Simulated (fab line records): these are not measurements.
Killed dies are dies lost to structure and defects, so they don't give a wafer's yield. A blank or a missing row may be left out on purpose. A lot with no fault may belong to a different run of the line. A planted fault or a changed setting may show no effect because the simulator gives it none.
fab line records / flow n5_finfet
record lots=4 wafers=12 last_day=16
route steps=1938 shown BEOL_M0_CUTY@701 BEOL_M0@715 BEOL_M4@1111 PASSIVATION@1936
lots that met no fault: taken from a fault-free run of the same line
start_h: start of the lot's first displayed wafer, in hours after the record's first day / wait_h: hours since the lot's step before / " the same as in the row above / L1.1+2: a single row standing in for several wafers / - no value, or no start given / * or withheld: withheld / < > ~ a bound
route shown NAME@n: NAME is a module with steps in the file, n the number in the route of the first one / usual: mean/standard deviation of fault-free wafers / same: alike in all rows / chamber/n: place in a boat / sites: readings site by site / _std_site: standard deviation of those values / _edge_site: the outer-site mean with the inner-site mean subtracted / radius_mm: for every site, how far away it sits from the centre of the wafer / mask NAME#n: copy n / behind: the most recent tool/chamber to have shaped the wafer / hold: what put the lot on hold/how long, in hours/how the hold closed / device: transistor that didn't switch, given as n, p or np / end of line: the tests these same wafers got at the end of their route / step lacking rows: just its recipe / killed: count of dies lost to structure and defects at first sort (not the wafer's yield) / map: a wafer's dies, x killed, . not, _ none there
set.NAME: setting as actually run; set.NAME@STEP: the setting as run at that earlier step / model.NAME: the simulator's own value behind a step, which no gauge read
certain route steps with their lots: each step a table, each wafer a row
## steps
# step N5_BEOL_M0_CUTY_COAT_50
# recipe resist=SiARC temp_c=220 time_s=60 spin_rpm=1500 resist_thk_nm=15
# step N5_BEOL_M0_CUTY_COAT_51
# recipe resist=CAR-ArF-block spin_rpm=1500 resist_thk_nm=150
# step N5_BEOL_M0_CUTY_EBR_52
# recipe solvent=PGMEA ebr_width_mm=1.5
# step N5_BEOL_M0_CUTY_SOFTBAKE_53
# recipe temp_c=110 time_s=60 resist=CAR-ArF-block
# step N5_BEOL_M0_CUTY_EXPOSE_54
# recipe mask_id=M0_ABLK na=1.35 source_shape=conventional sigma_outer=0.8 polarization=unpolarized dose_mj=36
# step N5_BEOL_M0_CUTY_PEB_55
# recipe peb_temp_c=110 peb_time_s=60 resist=CAR-ArF-block
# step N5_BEOL_M0_CUTY_DEVELOP_56
# recipe develop_time_s=30 developer=TMAH resist=CAR-ArF-block rinse_liquid=diw dry=air_spin dev_temp_c=23
# step N5_BEOL_M0_CUTY_DESCUM_61
# recipe chemistry=O2 time_s=7.9 source_power_w=50 bias_power_w=20 pressure_mtorr=20 rf_frequency_hz=2.712e+07 temp_c=40 resist=CAR-ArF-block o2_flow_sccm=225
# step N5_BEOL_M0_CUTY_ETCH_62
# recipe chemistry=CF4 target=SiARC mask_material=CAR-ArF-block time_s=58.5 ion_energy_ev=80 pressure_mtorr=40 source_w=545 bias_w=36 Ar_flow_sccm=100 cf4_flow_sccm=100 ends=cleared
# step N5_BEOL_M0_CUTY_ETCH_63
# recipe chemistry=N2/H2 target=SOC target_depth_a=827 overetch_a=165 mask_material=SiARC temp_c=40 ion_energy_ev=200 time_s=124 pressure_mtorr=30 source_w=840 bias_w=150 n2_flow_sccm=200 h2_flow_sccm=200
# usual drypump_motor_current_A=5.7/0.53 oes_product_au=0.65/0.068 rf_vpp_V=524.1/2.7 showerhead_plenum_p_Torr=2.54/0.093 throttle_valve_pct=17.73/0.24
lot.wafer=L491.2 tool=rie_diel-06 chamber=2 start_h=140.89 wait_h=0.0 drypump_motor_current_A=5.4 oes_product_au=0.57 rf_hours_counter_h=230 rf_vpp_V=525.7 showerhead_plenum_p_Torr=2.59 throttle_valve_pct=17.88 model.etch.depth_nm=70.72 model.SiO2_of_BEOL_M0_SAQP_SPACER2_ALD_26.thk_nm=7
lot.wafer=L491.4 tool=rie_diel-06 chamber=3 start_h=140.89 wait_h=0.0 drypump_motor_current_A=5.0 oes_product_au=0.79 rf_hours_counter_h=12 rf_vpp_V=529.5 showerhead_plenum_p_Torr=2.69 throttle_valve_pct=17.73 model.etch.depth_nm=70.95 model.SiO2_of_BEOL_M0_SAQP_SPACER2_ALD_26.thk_nm=7
lot.wafer=L491.5 tool=rie_diel-06 chamber=3 start_h=140.89 wait_h=0.0 drypump_motor_current_A=5.0 oes_product_au=0.79 rf_hours_counter_h=- rf_vpp_V=528.5 showerhead_plenum_p_Torr=2.69 throttle_valve_pct=17.72 model.etch.depth_nm=70.74 model.SiO2_of_BEOL_M0_SAQP_SPACER2_ALD_26.thk_nm=7
lot.wafer=L494.2 tool=rie_diel-03 chamber=2 start_h=154.20 wait_h=0.0 drypump_motor_current_A=5.6 oes_product_au=0.70 rf_hours_counter_h=61 rf_vpp_V=522.9 showerhead_plenum_p_Torr=2.46 throttle_valve_pct=17.87 model.etch.depth_nm=70.95 model.SiO2_of_BEOL_M0_SAQP_SPACER2_ALD_26.thk_nm=7
lot.wafer=L494.3 tool=rie_diel-03 chamber=1 start_h=154.20 wait_h=0.0 drypump_motor_current_A=6.3 oes_product_au=0.66 rf_hours_counter_h=88 rf_vpp_V=524.9 showerhead_plenum_p_Torr=2.56 throttle_valve_pct=17.34 model.etch.depth_nm=71.04 model.SiO2_of_BEOL_M0_SAQP_SPACER2_ALD_26.thk_nm=7.2
lot.wafer=L494.5 tool=rie_diel-03 chamber=1 start_h=154.20 wait_h=0.0 drypump_motor_current_A=6.3 oes_product_au=0.66 rf_hours_counter_h=- rf_vpp_V=524.6 showerhead_plenum_p_Torr=2.56 throttle_valve_pct=17.34 model.etch.depth_nm=70.95 model.SiO2_of_BEOL_M0_SAQP_SPACER2_ALD_26.thk_nm=7
lot.wafer=L498.1 tool=rie_diel-03 chamber=3 start_h=184.97 wait_h=0.0 drypump_motor_current_A=5.7 oes_product_au=0.66 rf_hours_counter_h=95 rf_vpp_V=521.6 showerhead_plenum_p_Torr=2.46 throttle_valve_pct=17.67 model.etch.depth_nm=69.96 model.SiO2_of_BEOL_M0_SAQP_SPACER2_ALD_26.thk_nm=7.2
lot.wafer=L498.2 tool=rie_diel-03 chamber=1 start_h=184.97 wait_h=0.0 drypump_motor_current_A=6.3 oes_product_au=0.61 rf_hours_counter_h=99 rf_vpp_V=525.1 showerhead_plenum_p_Torr=2.55 throttle_valve_pct=17.35 model.etch.depth_nm=61.74 model.SiO2_of_BEOL_M0_SAQP_SPACER2_ALD_26.thk_nm=8.4
lot.wafer=L498.4 tool=rie_diel-03 chamber=0 start_h=184.97 wait_h=0.0 drypump_motor_current_A=5.2 oes_product_au=0.60 rf_hours_counter_h=107 rf_vpp_V=526.4 showerhead_plenum_p_Torr=2.65 throttle_valve_pct=17.75 model.etch.depth_nm=60.81 model.SiO2_of_BEOL_M0_SAQP_SPACER2_ALD_26.thk_nm=8.6
lot.wafer=L499.2 tool=rie_diel-03 chamber=0 start_h=187.16 wait_h=0.0 drypump_motor_current_A=5.2 oes_product_au=0.59 rf_hours_counter_h=108 rf_vpp_V=526.1 showerhead_plenum_p_Torr=2.65 throttle_valve_pct=17.73 model.etch.depth_nm=60.5 model.SiO2_of_BEOL_M0_SAQP_SPACER2_ALD_26.thk_nm=8.4
lot.wafer=L499.3 tool=rie_diel-03 chamber=3 start_h=187.16 wait_h=0.0 drypump_motor_current_A=5.7 oes_product_au=0.66 rf_hours_counter_h=96 rf_vpp_V=520.9 showerhead_plenum_p_Torr=2.46 throttle_valve_pct=17.66 model.etch.depth_nm=70.89 model.SiO2_of_BEOL_M0_SAQP_SPACER2_ALD_26.thk_nm=7
lot.wafer=L499.6 tool=rie_diel-03 chamber=0 start_h=187.16 wait_h=0.0 drypump_motor_current_A=5.2 oes_product_au=0.60 rf_hours_counter_h=- rf_vpp_V=525.9 showerhead_plenum_p_Torr=2.65 throttle_valve_pct=17.74 model.etch.depth_nm=60.19 model.SiO2_of_BEOL_M0_SAQP_SPACER2_ALD_26.thk_nm=8.4
# step N5_BEOL_M0_CUTY_STRIP_64
# recipe chemistry=N2/H2 temp_c=40 n2_flow_sccm=200 h2_flow_sccm=200 rf_frequency_hz=6e+07
# step N5_BEOL_M0_ETCH_138
# recipe chemistry=CH3F/O2 target_depth_a=120 target=SiCN time_s=31.6 ion_energy_ev=120 pressure_mtorr=30 source_w=395 bias_w=75 Ar_flow_sccm=150 CH3F_flow_sccm=30 O2_flow_sccm=20 ends=cleared
# step N5_BEOL_M0_HM_OPEN_105
# recipe chemistry=Cl2/BCl3 target_depth_a=120 target=TiN ion_energy_ev=150 pressure_mtorr=10 icp_w=1000 bias_w=126 Cl2_flow_sccm=53.25 bcl3_flow_sccm=21.75 Ar_flow_sccm=25
# step N5_BEOL_M0_STRIP_140
# recipe chemistry=CF4 resist=SiARC power_w=300 bias_power_w=75 pressure_mtorr=50 cf4_flow_sccm=150 rf_frequency_hz=6e+07
# step N5_BEOL_M0_STRIP_104
# recipe chemistry=N2/H2 power_w=450 temp_c=40 pressure_mtorr=20 rf_frequency_hz=6e+07 overash_fraction=0.3 bias_power_w=7 h2_frac=0.5 n2_flow_sccm=200 h2_flow_sccm=200
# step N5_BEOL_M0_WET_ETCH_106
# recipe chemistry=DHF dilution=10:1 temp_c=25 target=SiO2 target_depth_a=1300 dry=ipa_marangoni rinse_time_s=30 rinse_temp_c=23
# step N5_BEOL_M0_ETCH_128
# recipe chemistry=CF4/N2 target_depth_a=120 overetch_a=51 target=SiCN time_s=21.4 ion_energy_ev=150 pressure_mtorr=40 source_w=430 bias_w=70 Ar_flow_sccm=100 cf4_flow_sccm=60 n2_flow_sccm=60
# step N5_BEOL_M0_TRENCH_ETCH_107
# recipe chemistry=C4F6/O2 target_depth_a=328 target=SiOC time_s=16.4 ion_energy_ev=250 pressure_mtorr=30 source_w=355 bias_w=185 Ar_flow_sccm=300 C4F6_flow_sccm=10 O2_flow_sccm=10
# step N5_BEOL_M0_STRIP_142
# recipe chemistry=N2/H2 time_s=10 power_w=450 temp_c=40 pressure_mtorr=20 rf_frequency_hz=6e+07 bias_power_w=7 n2_flow_sccm=200 h2_flow_sccm=200
# step N5_BEOL_M0_HM_STRIP_129
# recipe chemistry=peroxide_tin_strip material=TiN target_depth_a=170 temp_c=50 time_s=108
# step N5_BEOL_M0_SRD_130
# recipe time_s=30 temp_c=23 rinse_liquid=diw dry=ipa_marangoni
# step N5_BEOL_M0_ETCH_109
# recipe chemistry=CH3F/O2 target_depth_a=80 overetch_a=24 target=SiCN time_s=27.4 ion_energy_ev=120 pressure_mtorr=30 source_w=395 bias_w=75 Ar_flow_sccm=150 CH3F_flow_sccm=30 O2_flow_sccm=20
# step N5_BEOL_M0_STRIP_139
# recipe chemistry=post_etch_residue_remover time_s=60 temp_c=25 remover_ph=withheld remover_water_wt_pct=withheld remover_fluoride_wt_pct=withheld
# step N5_BEOL_M0_SRD_111
# recipe time_s=30 temp_c=23 rinse_liquid=diw dry=ipa_marangoni
# step N5_BEOL_M0_DEGAS_112
# recipe ambient=vacuum temp_c=250 time_s=60
# step N5_BEOL_M0_PRE_CLEAN_113
# recipe gas=H2/He time_s=30 temp_c=250
# step N5_BEOL_M0_ALD_136
# recipe material=TaN target_thk_a=* temp_c=275 ald_precursor_family=PDMAT ald_co_reactant=NH3 pressure_torr=3 carrier_flow_sccm=1500 pulse_time_s=2 purge_time_s=3 co_reactant_purge_time_s=2 co_reactant_pulse_time_s=3 ald_cycles=30 precursor_vessel_temp_c=75 precursor_vessel_pressure_torr=26.25 precursor_vessel_carrier_sccm=1000
# step N5_BEOL_M0_SURFACE_TREAT_137
# recipe gas=Ar time_s=* ion_energy_ev=* ion_current_ma_cm2=0.5 pressure_mtorr=* ar_flow_sccm=30
# step N5_BEOL_M0_CVD_115
# recipe material=Co target_thk_a=* temp_c=withheld precursor=CCTBA/H2 pressure_torr=30 time_s=120
# step N5_BEOL_M0_SPUTTER_116
# recipe material=Cu target_thk_a=40 temp_c=-20 chamber_pressure_pa=0.07 power_w=withheld time_s=7.37
# step N5_BEOL_M0_ANNEAL_117
# recipe temp_c=400 time_s=60 ambient=vacuum
# step N5_BEOL_M0_SPUTTER_132
# recipe material=Cu target_thk_a=40 temp_c=-20 chamber_pressure_pa=0.07 power_w=withheld time_s=7.37
# step N5_BEOL_M0_ANNEAL_133
# recipe temp_c=400 time_s=60 ambient=vacuum
# step N5_BEOL_M0_SPUTTER_134
# recipe material=Cu target_thk_a=40 temp_c=-20 chamber_pressure_pa=0.07 power_w=withheld time_s=7.37
# step N5_BEOL_M0_ANNEAL_135
# recipe temp_c=400 time_s=60 ambient=vacuum
# step N5_BEOL_M0_SPUTTER_141
# recipe material=Cu target_thk_a=40 temp_c=-20 chamber_pressure_pa=0.07 power_w=withheld time_s=7.37
# step N5_BEOL_M0_ECD_118
# recipe material=Cu target_thk_a=3000
# step N5_BEOL_M0_ANNEAL_119
# recipe temp_c=225 time_s=90 ambient=N2
# step N5_BEOL_M4_RC_MEAS_101
# usual DIBL_N=36.0/2.2 DIBL_P=36.2/2.4 IOFF_N=0.16/0.035 IOFF_P=0.21/0.037 ION_N=672/13 ION_P=461/7 SS_N=71.4/0.69 SS_P=73.2/0.75 VT_N=250/3.4 VT_P=-251/3
lot.wafer=L491.2 tool=prober-02 chamber=0 start_h=232.46 wait_h=0.2 DIBL_N[mV/V]=36.4 DIBL_P[mV/V]=36.3 IOFF_N[nA/um]=0.16 IOFF_P[nA/um]=0.22 ION_N[uA/um]=665 ION_P[uA/um]=458 SS_N[mV/dec]=70.9 SS_P[mV/dec]=73.9 VT_N[mV]=251 VT_P[mV]=-248
lot.wafer=L491.4 tool=prober-02 chamber=0 start_h=232.46 wait_h=0.2 DIBL_N[mV/V]=37.4 DIBL_P[mV/V]=37.5 IOFF_N[nA/um]=0.18 IOFF_P[nA/um]=0.23 ION_N[uA/um]=680 ION_P[uA/um]=464 SS_N[mV/dec]=71.3 SS_P[mV/dec]=74.3 VT_N[mV]=248 VT_P[mV]=-247
lot.wafer=L491.5 tool=prober-02 chamber=0 start_h=232.46 wait_h=0.2 DIBL_N[mV/V]=36.0 DIBL_P[mV/V]=37.4 IOFF_N[nA/um]=0.17 IOFF_P[nA/um]=0.25 ION_N[uA/um]=679 ION_P[uA/um]=468 SS_N[mV/dec]=71.3 SS_P[mV/dec]=73.8 VT_N[mV]=246 VT_P[mV]=-244
lot.wafer=L494.2 tool=prober-02 chamber=0 start_h=235.85 wait_h=0.2 DIBL_N[mV/V]=37.9 DIBL_P[mV/V]=39.0 IOFF_N[nA/um]=0.19 IOFF_P[nA/um]=0.27 ION_N[uA/um]=677 ION_P[uA/um]=463 SS_N[mV/dec]=71.8 SS_P[mV/dec]=74.1 VT_N[mV]=246 VT_P[mV]=-249
lot.wafer=L494.3 tool=prober-02 chamber=0 start_h=235.85 wait_h=0.2 DIBL_N[mV/V]=34.0 DIBL_P[mV/V]=33.4 IOFF_N[nA/um]=0.13 IOFF_P[nA/um]=0.17 ION_N[uA/um]=679 ION_P[uA/um]=462 SS_N[mV/dec]=69.7 SS_P[mV/dec]=72.4 VT_N[mV]=249 VT_P[mV]=-250
lot.wafer=L494.5 tool=prober-02 chamber=0 start_h=235.85 wait_h=0.2 DIBL_N[mV/V]=38.6 DIBL_P[mV/V]=39.8 IOFF_N[nA/um]=0.23 IOFF_P[nA/um]=0.29 ION_N[uA/um]=692 ION_P[uA/um]=477 SS_N[mV/dec]=71.1 SS_P[mV/dec]=74.2 VT_N[mV]=241 VT_P[mV]=-245
lot.wafer=L499.3 tool=prober-02 chamber=0 start_h=271.45 wait_h=0.3 DIBL_N[mV/V]=36.3 DIBL_P[mV/V]=35.0 IOFF_N[nA/um]=0.14 IOFF_P[nA/um]=0.18 ION_N[uA/um]=668 ION_P[uA/um]=459 SS_N[mV/dec]=71.7 SS_P[mV/dec]=72.9 VT_N[mV]=252 VT_P[mV]=-254
lot.wafer=L498.1 tool=prober-02 chamber=0 start_h=272.79 wait_h=0.0 DIBL_N[mV/V]=34.9 DIBL_P[mV/V]=36.2 IOFF_N[nA/um]=0.15 IOFF_P[nA/um]=0.19 ION_N[uA/um]=666 ION_P[uA/um]=456 SS_N[mV/dec]=71.9 SS_P[mV/dec]=73.1 VT_N[mV]=248 VT_P[mV]=-252
# step N5_PASSIVATION_PROBE_49
# usual defect_limited_yield=91.2/1.4 killed_at_M0_to_M3=34/9.4 killed_at_M4_up=14/5.6 killed_at_contacts=13/7.8 killed_at_front_end=37/10 killed_at_other=4/3.3 killed_dies=103/17 killed_on_rim=14/3.5 killed_open=68/13 killed_short=33/8.2 sort_bin_5_function=5.1/0.92 sort_bin_6_memory=3.3/0.71 sort_n_pass=1077/17 sort_yield_pct=91.2/1.4
# same gross_dies=1180 killed_at_back_side=0 sort_bin_4_leakage[%]=0 sort_bin_8_speed[%]=0
lot.wafer=L498.2 tool=prober-01 chamber=- start_h=377.97 wait_h=0.1 defect_limited_yield[%]=0.4 killed_at_M0_to_M3=1100 killed_at_M4_up=21 killed_at_contacts=6 killed_at_front_end=47 killed_at_other=1 killed_dies=1175 killed_on_rim=149 killed_open=91 killed_short=32 sort_bin_5_function[%]=95.3 sort_bin_6_memory[%]=3.8 sort_n_pass=5 sort_yield_pct[%]=0.4
lot.wafer=L498.4 tool=prober-01 chamber=- start_h=378.07 wait_h=0.2 defect_limited_yield[%]=0.5 killed_at_M0_to_M3=1123 killed_at_M4_up=11 killed_at_contacts=7 killed_at_front_end=31 killed_at_other=2 killed_dies=1174 killed_on_rim=152 killed_open=63 killed_short=41 sort_bin_5_function[%]=95.1 sort_bin_6_memory[%]=3.6 sort_n_pass=6 sort_yield_pct[%]=0.5
lot.wafer=L499.2 tool=prober-01 chamber=- start_h=381.64 wait_h=0.1 defect_limited_yield[%]=0.2 killed_at_M0_to_M3=1105 killed_at_M4_up=10 killed_at_contacts=21 killed_at_front_end=40 killed_at_other=2 killed_dies=1178 killed_on_rim=152 killed_open=74 killed_short=34 sort_bin_5_function[%]=96.5 sort_bin_6_memory[%]=3.0 sort_n_pass=2 sort_yield_pct[%]=0.2
lot.wafer=L499.6 tool=prober-01 chamber=- start_h=381.84 wait_h=0.3 defect_limited_yield[%]=0.4 killed_at_M0_to_M3=1096 killed_at_M4_up=7 killed_at_contacts=33 killed_at_front_end=32 killed_at_other=7 killed_dies=1175 killed_on_rim=152 killed_open=76 killed_short=34 sort_bin_5_function[%]=95.8 sort_bin_6_memory[%]=3.5 sort_n_pass=5 sort_yield_pct[%]=0.4
# killed by level:class
L498.2 BEOL_M0_CUTY:area_etch=1052 STI_FIN_REVEAL:geometric_particle:open=16 BEOL_M0_SAQP:geometric_particle:open=15 BEOL_M0_SAQP:geometric_particle:short=11 FIN_SAQP:geometric_particle:open=9 BEOL_M5:geometric_particle:open=9 BEOL_M1:geometric_particle:open=8 BEOL_M2:geometric_particle:open=7
L498.4 BEOL_M0_CUTY:area_etch=1069 BEOL_M0_SAQP:geometric_particle:short=18 BEOL_M0_SAQP:geometric_particle:open=11 FIN_SAQP:geometric_particle:open=9 BEOL_M2:geometric_particle:open=8 FIN_SAQP:geometric_particle:short=7 BEOL_M1:geometric_particle:open=7 BEOL_M0:geometric_particle:short=6
L499.2 BEOL_M0_CUTY:area_etch=1070 MOL_CONTACT_COAG:geometric_particle:open=17 STI_FIN_REVEAL:geometric_particle:open=11 BEOL_M1:geometric_particle:open=9 BEOL_M3:geometric_particle:open=8 BEOL_M0_SAQP:geometric_particle:short=5 FIN_SAQP:geometric_particle:open=4 FIN_SAQP:geometric_particle:short=4
L499.6 BEOL_M0_CUTY:area_etch=1064 MOL_CONTACT_COAG:geometric_particle:open=25 FIN_SAQP:geometric_particle:short=10 MOL_CONTACT_COAG:geometric_particle:short=8 BEOL_M0_SAQP:geometric_particle:open=8 BEOL_M3:geometric_particle:open=7 FIN_SAQP:geometric_particle:open=6 STI_FIN_REVEAL:geometric_particle:open=6
# map L498.2 (x killed, . not)
_________________xxxxxxxxxxxx________________
______________xxxxxxxxxxxxxxxxxx_____________
___________xxxxxxxxxxxxxxxxxxxxxxxx__________
__________xxxxxxxxxxxxxxxxxxxxxxxxxx_________
________xxxxx.xxxxxxxxxxxxxxxxxxxxxxxx_______
_______xxxxxxxxxxxxxxxxxxxxxxxxxxxxxxxx______
______xxxxxxxxxxxxxxxxxxxxxxxxxxxxxxxxxx_____
_____xxxxxxxxxxxxxxxxxxxxxxxxxxxxxxxxxxxx____
____xxxxxxxxxxxxxxxxxxxxxxxxxxxxxxxxxxxxxx___
___xxxxxxxxxxxxxxxxxxxxxxxxxxxxxxxxxxxxxxxx__
___xxxxxxxxxxxxxxxxxxxxxxxxxxxxxxxxxxxxxxxx__
__xxxxxxxxxxxxxxxxxxxxxxxxxxxxxxxxxxxxxxxxxx_
__xxxxxxxxxxxxxxxxxxxxxxxxxxxxxxxxxxxxxxxxxx_
_xxxxxxxxxxxxxxxxxxxxxxxxxxxxxxxxxxxxxxxxxxxx
_xxxxxxxxxxxxxxxxxxxxxxxxxxxxxxxxxxxxxxxxxxxx
_xxxxxxxxxxxxxxxxxxxxxxxxxxxxxxxxxxxxxxxxxxxx
_xxxxxxxxxxxxxxxxxxxxxxxxxxxxxxxxxxxxxxxxxxxx
_xxxxxxxxxxxxxxxxxxxxxxxxxxxxxxxxxxxxxxxxxxxx
_xxxxxxxxxxxxxxxxxxxxxxxxxxxxxxxxxxxxxxxxxxxx
_xxxxxxxxxxxxxxxxxxxxxxxxxxxxxxxxxxxxxxxxxxxx
_xxxxxxxxxxxxxxxxxxxxxxxxxxxxxxxxxxxxxxxxxxxx
__xxxxxxxxxxxxxxxxxxxxxxxxxxxxxxxxxxxxxxxxxx_
__xxxxxxxxxxxxxxxxxxxxxxxxxxxxxxxxxxxxxxxxxx_
___xxxxxxxxxxxxxxxxxxxxxxxxxxxxxxxxxxxxxxxx__
___xxxxxxxxxxxxxxxxxxxxxxxxxxxxxxxxxxxxxxxx__
____xxxxxxxxxxxxxxxxxxxxxxxxxxxxxxxxxxxxxx___
_____xxxxxxxxxxxxxxxxxxxxxxxxxxxxxxxxxxxx____
______xxxxxxxxxxxxxxxxxxxxxxxxxxxxxxxxxx_____
_______xxxxxxxxxxxxxxxxxxxxxxxxxxxxxxxx______
________xxx.xxxxxxxxxxxxxxxxxxxxxxxxxx_______
__________x.xxxxxxxxxxxxxxxxxxxxxxxx_________
___________..xxxxxxxxxxxxxxxxxxxxxx__________
______________xxxxxxxxxxxxxxxxxx_____________
_________________xxxxxxxxxxxx________________
# map L499.2 (x killed, . not)
_________________xxxxxxxxxxxx________________
______________xxxxxxxxxxxxxxxxxx_____________
___________xxxxxxxxxxxxxxxxxxxxxxxx__________
__________xxxxxxxxxxxxxxxxxxxxxxxxxx_________
________xxxxxxxxxxxxxxxxxxxxxxxxxxxxxx_______
_______xxxxxxxxxxxxxxxxxxxxxxxxxxxxxxxx______
______xxxxxxxxxxxxxxxxxxxxxxxxxxxxxxxxxx_____
_____xxxxxxxxxxxxxxxxxxxxxxxxxxxxxxxxxxxx____
____xxxxxxxxxxxxxxxxxxxxxxxxxxxxxxxxxxxxxx___
___xxxxxxxxxxxxxxxxxxxxxxxxxxxxxxxxxxxxxxxx__
___xxxxxxxxxxxxxxxxxxxxxxxxxxxxxxxxxxxxxxxx__
__xxxxxxxxxxxxxxxxxxxxxxxxxxxxxxxxxxxxxxxxxx_
__xxxxxxxxxxxxxxxxxxxxxxxxxxxxxxxxxxxxxxxxxx_
_xxxxxxxxxxxxxxxxxxxxxxxxxxxxxxxxxxxxxxxxxxxx
_xxxxxxxxxxxxxxxxxxxxxxxxxxxxxxxxxxxxxxxxxxxx
_xxxxxxxxxxxxxxxxxxxxxx.xxxxxxxxxxxxxxxxxxxxx
_xxxxxxxxxxxxxxxxxx.xxxxxxxxxxxxxxxxxxxxxxxxx
_xxxxxxxxxxxxxxxxxxxxxxxxxxxxxxxxxxxxxxxxxxxx
_xxxxxxxxxxxxxxxxxxxxxxxxxxxxxxxxxxxxxxxxxxxx
_xxxxxxxxxxxxxxxxxxxxxxxxxxxxxxxxxxxxxxxxxxxx
_xxxxxxxxxxxxxxxxxxxxxxxxxxxxxxxxxxxxxxxxxxxx
__xxxxxxxxxxxxxxxxxxxxxxxxxxxxxxxxxxxxxxxxxx_
__xxxxxxxxxxxxxxxxxxxxxxxxxxxxxxxxxxxxxxxxxx_
___xxxxxxxxxxxxxxxxxxxxxxxxxxxxxxxxxxxxxxxx__
___xxxxxxxxxxxxxxxxxxxxxxxxxxxxxxxxxxxxxxxx__
____xxxxxxxxxxxxxxxxxxxxxxxxxxxxxxxxxxxxxx___
_____xxxxxxxxxxxxxxxxxxxxxxxxxxxxxxxxxxxx____
______xxxxxxxxxxxxxxxxxxxxxxxxxxxxxxxxxx_____
_______xxxxxxxxxxxxxxxxxxxxxxxxxxxxxxxx______
________xxxxxxxxxxxxxxxxxxxxxxxxxxxxxx_______
__________xxxxxxxxxxxxxxxxxxxxxxxxxx_________
___________xxxxxxxxxxxxxxxxxxxxxxxx__________
______________xxxxxxxxxxxxxxxxxx_____________
_________________xxxxxxxxxxxx________________
## key
first_sign step=N5_PASSIVATION_PROBE_49 reading=killed_at_M0_to_M3 direction=up sigmas=99+ usual=34 struck=1106
effect step=N5_PASSIVATION_PROBE_49 reading=sort_bin_5_function direction=up sigmas=99 usual=5.1 struck=95.7
model_effect step=N5_BEOL_M0_CUTY_ETCH_63 value=etch.depth_nm without=70.59 struck=60.81
more_kills_born_at N5_BEOL_M0_CUTY_ETCH_63@rie_diel-03=4255
met_at N5_BEOL_M0_CUTY_ETCH_63
struck_wafers L498.2,L498.4,L499.2,L499.6
later_rows_left_out L498.2,L498.4,L499.2,L499.6
onset_between 154.20 184.97
fault kind=process_parameter_drift tool=rie_diel-03 chamber=- onset_h=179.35 steps=N5_BEOL_M0_CUTY_ETCH_63 channel=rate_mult offset=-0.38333 shape=step end_h=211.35 scope=struck_wafers_only
# later_rows_left_out: the simulator's readings of these wafers behind a module that went badly wrong aren't trusted and aren't shown, but for the sort
